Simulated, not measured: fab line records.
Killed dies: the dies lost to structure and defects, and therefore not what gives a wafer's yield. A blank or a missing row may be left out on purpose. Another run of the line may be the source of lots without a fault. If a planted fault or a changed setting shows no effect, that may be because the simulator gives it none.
One fault seen from 2 desks ; flow nandHarc ; each desk has only its own numbers; what lay behind them comes last

METROLOGY DESK
Lot by lot, what the gauges showed, no matter which tool ran the lot: averages of those sampled wafers that carry a number. A lot is out of limits, marked OUT, if its mean lies more than 4 standard deviations from the usual mean; the brackets give that distance.
Columns: A = cdNm at NHARC_A_M0_CD_MEAS_09, usual 80.0 nm
lot;first seen here;A
L401;day 22 23:14;80.1
L402;day 23 13:16;79.2
L404;day 23 16:17;79.4
L403;day 23 21:19;79.6
L406;day 24 20:35;80.3
L407;day 25 22:46;81.3
L409;day 26 00:43;80.6
L408;day 26 13:52;79.4
L410;day 26 15:34;80.3
L411;day 27 05:29;80.2
L413;day 27 09:37;79.6
L419;day 30 10:47;80.1
L424;day 31 13:38;79.6
Finding of this desk: none of the 13 lots has anything out of limits.

AT THE TOOL OWNER'S DESK: rieDiel-03
The tool's own readings at NHARC_A_M0_ETCH_15 (etches the open film in C4F8/Ar, target depth 150 nm, overetch 15 nm, time 82.5 s): means of the sampled wafers that have a number, for each lot that ran on this tool. A lot is out of limits, marked OUT, if its mean lies more than 4 standard deviations from the usual mean; the brackets give that distance.
Columns: A = oesProductAu at NHARC_A_M0_ETCH_15, usual 0.957 a.u.; B = rfVppV at NHARC_A_M0_ETCH_15, usual 440.5 V; C = runLengthS at NHARC_A_M0_ETCH_15, usual 104.0 s
lot;first seen here;A;B;C
L401;day 22 23:35;0.963;442.1;103.6
L404;day 23 16:39;0.969;442.3;104.0
L403;day 23 21:41;0.968;440.9;104.1
L407;day 25 23:09;0.917;440.4;103.9
L409;day 26 01:06;0.966;442.0;103.8
L410;day 26 15:55;0.944;442.9;103.9
L411;day 27 05:52;0.938;441.0;104.2
L413;day 27 09:59;0.977;442.4;103.9
L419;day 30 11:08;0.970;441.6;101.2 (-7.7) OUT
Finding of this desk: L419 out of limits; the first was L419 at day 30 11:08, on runLengthS at NHARC_A_M0_ETCH_15. L401, L404, L403, L407, L409, L410, L411, L413: within limits.

BROUGHT TOGETHER
An alarm could have come from the tool owner's desk at day 30 11:08, on L419.
At the metrology desk, nothing out of limits was observed.
The metrology desk holds a record of L419, inside its limits.
Every lot named ran NHARC_A_M0_ETCH_15 on rieDiel-03.

WHAT WAS PUT IN BY THE SIMULATOR
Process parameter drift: rieDiel-03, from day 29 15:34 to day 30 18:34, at NHARC_A_M0_ETCH_15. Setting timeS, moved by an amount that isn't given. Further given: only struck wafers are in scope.
Lots struck among those shown: L419.
Time in hours from fault onset to the first out-of-limits reading at each desk: the tool owner's desk, 20.
